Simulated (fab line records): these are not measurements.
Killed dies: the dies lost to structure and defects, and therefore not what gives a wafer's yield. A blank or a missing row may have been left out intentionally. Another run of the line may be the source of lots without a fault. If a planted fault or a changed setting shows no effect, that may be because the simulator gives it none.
Split-lot study / flow n5-finfet / route with 1938 steps; 7 lots, 21 wafers read

ON THE SPLIT
At N5_BEOL_M4_ETCH_64 (etches SOC in N2/H2, target depth 75 nm, overetch 22.5 nm, time 121.9 s), the setting bias-w was moved away from the recipe's 150 W on 7 of the 21 wafers read, by -12.7% to +9.5%. All remaining wafers had this setting at the recipe value.

The reading is taken at the split's own step.

THE READING
rf-vpp-V, in V, at N5_BEOL_M4_ETCH_64 (etches SOC in N2/H2, target depth 75 nm, overetch 22.5 nm, time 121.9 s). On this fab line, fault-free wafers typically give 523.8 V with a standard deviation of 2.6 V.

wafer=L077.2; tool, chamber at the split=rie-diel-01, 3; bias-w as run, W=150; against the recipe=recipe; rf-vpp-V, V=523.5; against lot-mates on the recipe=-
wafer=L077.3; tool, chamber at the split=rie-diel-01, 0; bias-w as run, W=150; against the recipe=recipe; rf-vpp-V, V=521.1; against lot-mates on the recipe=-
wafer=L077.5; tool, chamber at the split=rie-diel-01, 3; bias-w as run, W=150; against the recipe=recipe; rf-vpp-V, V=523.3; against lot-mates on the recipe=-
wafer=L079.2; tool, chamber at the split=rie-diel-01, 1; bias-w as run, W=150; against the recipe=recipe; rf-vpp-V, V=520.2; against lot-mates on the recipe=-
wafer=L079.4; tool, chamber at the split=rie-diel-01, 3; bias-w as run, W=164.3; against the recipe=+9.5%; rf-vpp-V, V=554.5; against lot-mates on the recipe=+32.5
wafer=L079.6; tool, chamber at the split=rie-diel-01, 3; bias-w as run, W=150; against the recipe=recipe; rf-vpp-V, V=523.7; against lot-mates on the recipe=-
wafer=L081.4; tool, chamber at the split=rie-diel-04, 2; bias-w as run, W=157.4; against the recipe=+4.9%; rf-vpp-V, V=539.4; against lot-mates on the recipe=+15.2
wafer=L081.5; tool, chamber at the split=rie-diel-04, 3; bias-w as run, W=150; against the recipe=recipe; rf-vpp-V, V=524.2; against lot-mates on the recipe=-
wafer=L081.6; tool, chamber at the split=rie-diel-04, 1; bias-w as run, W=157.4; against the recipe=+4.9%; rf-vpp-V, V=538.6; against lot-mates on the recipe=+14.4
wafer=L083.2; tool, chamber at the split=rie-diel-04, 2; bias-w as run, W=150; against the recipe=recipe; rf-vpp-V, V=521.3; against lot-mates on the recipe=-
wafer=L083.3; tool, chamber at the split=rie-diel-04, 3; bias-w as run, W=150; against the recipe=recipe; rf-vpp-V, V=526.0; against lot-mates on the recipe=-
wafer=L083.5; tool, chamber at the split=rie-diel-04, 1; bias-w as run, W=150; against the recipe=recipe; rf-vpp-V, V=522.9; against lot-mates on the recipe=-
wafer=L084.1; tool, chamber at the split=rie-diel-03, 0; bias-w as run, W=135.8; against the recipe=-9.5%; rf-vpp-V, V=494.7; against lot-mates on the recipe=-31.6
wafer=L084.4; tool, chamber at the split=rie-diel-03, 3; bias-w as run, W=150; against the recipe=recipe; rf-vpp-V, V=525.0; against lot-mates on the recipe=-
wafer=L084.6; tool, chamber at the split=rie-diel-03, 0; bias-w as run, W=150; against the recipe=recipe; rf-vpp-V, V=527.5; against lot-mates on the recipe=-
wafer=L090.3; tool, chamber at the split=rie-diel-04, 3; bias-w as run, W=150; against the recipe=recipe; rf-vpp-V, V=527.4; against lot-mates on the recipe=-
wafer=L090.4; tool, chamber at the split=rie-diel-04, 0; bias-w as run, W=131; against the recipe=-12.7%; rf-vpp-V, V=483.8; against lot-mates on the recipe=-41.2
wafer=L090.5; tool, chamber at the split=rie-diel-04, 2; bias-w as run, W=150; against the recipe=recipe; rf-vpp-V, V=522.5; against lot-mates on the recipe=-
wafer=L092.1; tool, chamber at the split=rie-diel-04, 2; bias-w as run, W=161.2; against the recipe=+7.5%; rf-vpp-V, V=544.7; against lot-mates on the recipe=+20.4
wafer=L092.2; tool, chamber at the split=rie-diel-04, 1; bias-w as run, W=150; against the recipe=recipe; rf-vpp-V, V=524.3; against lot-mates on the recipe=-
wafer=L092.4; tool, chamber at the split=rie-diel-04, 3; bias-w as run, W=161.2; against the recipe=+7.5%; rf-vpp-V, V=550.1; against lot-mates on the recipe=+25.8

THE FIT
A straight line over all 21 wafers: rf-vpp-V changes by +3.15 V for each +1% of bias-w; r = +0.99; the points scatter about the line by 2 V.
The same after taking each lot's own level away (the mean of its wafers on the recipe; 21 wafers): +3.24 V for each +1%; r = +0.99; scatter 1.8 V.
Per that fit: largest bias-w move, reading shift of 41 V.
The lots' own levels span 521.95 to 526.25 V, that is 1.7 times the standard deviation above.
The two slopes are in agreement: the lot-to-lot level therefore moves the slope only a little.
Check: -41.3 V against its lot-mates is what the line predicts for one of the wafers moved furthest among these (-12.7%) when that wafer is left out of the fit. It came out at -41.2 V against them.
Tool readings at the split's step, against how far the setting was moved: rf-vpp-V r = +0.99.

THESE WAFERS: OTHER SPLITS
Before the reading, these wafers also passed through other splits. Each is held against what the fit with the lots' levels taken away leaves over:
other split on the same wafers=N5_BEOL_M2_EXPOSE_25 dose-mj; wafers away from the commonest value=7; r with rf-vpp-V (lot level and that fit taken away)=+0.19
other split on the same wafers=N5_BEOL_M2_DESCUM_33 time-s; wafers away from the commonest value=4; r with rf-vpp-V (lot level and that fit taken away)=-0.16
other split on the same wafers=N5_BEOL_M3_ETCH_64 time-s; wafers away from the commonest value=4; r with rf-vpp-V (lot level and that fit taken away)=-0.02
other split on the same wafers=N5_BEOL_M3_COAT_67 spin-rpm; wafers away from the commonest value=11; r with rf-vpp-V (lot level and that fit taken away)=+0.03
other split on the same wafers=N5_BEOL_M4_COAT_05 spin-rpm; wafers away from the commonest value=8; r with rf-vpp-V (lot level and that fit taken away)=+0.09

THE WHOLE CHAIN: every reading that the file lists as answering this split, in the file's order
step=N5_BEOL_M4_ETCH_64; what it does=etches SOC in N2/H2, target depth 75 nm, overetch 22.5 nm, time 121.9 s; reading=rf-vpp-V; change (the file's fit)=+3.27 V for each +1% of the setting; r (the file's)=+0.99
step=N5_BEOL_M4_ETCH_64; what it does=etches SOC in N2/H2, target depth 75 nm, overetch 22.5 nm, time 121.9 s; reading=SiARC_of_BEOL_M4_COAT_62.thk-nm (the simulator's own value, which no gauge read); change (the file's fit)=-0.079 nm for each +1% of the setting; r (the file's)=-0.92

FILE'S OWN FIT
rf-vpp-V changes by +3.27 V for each +1% of bias-w, r = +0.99.
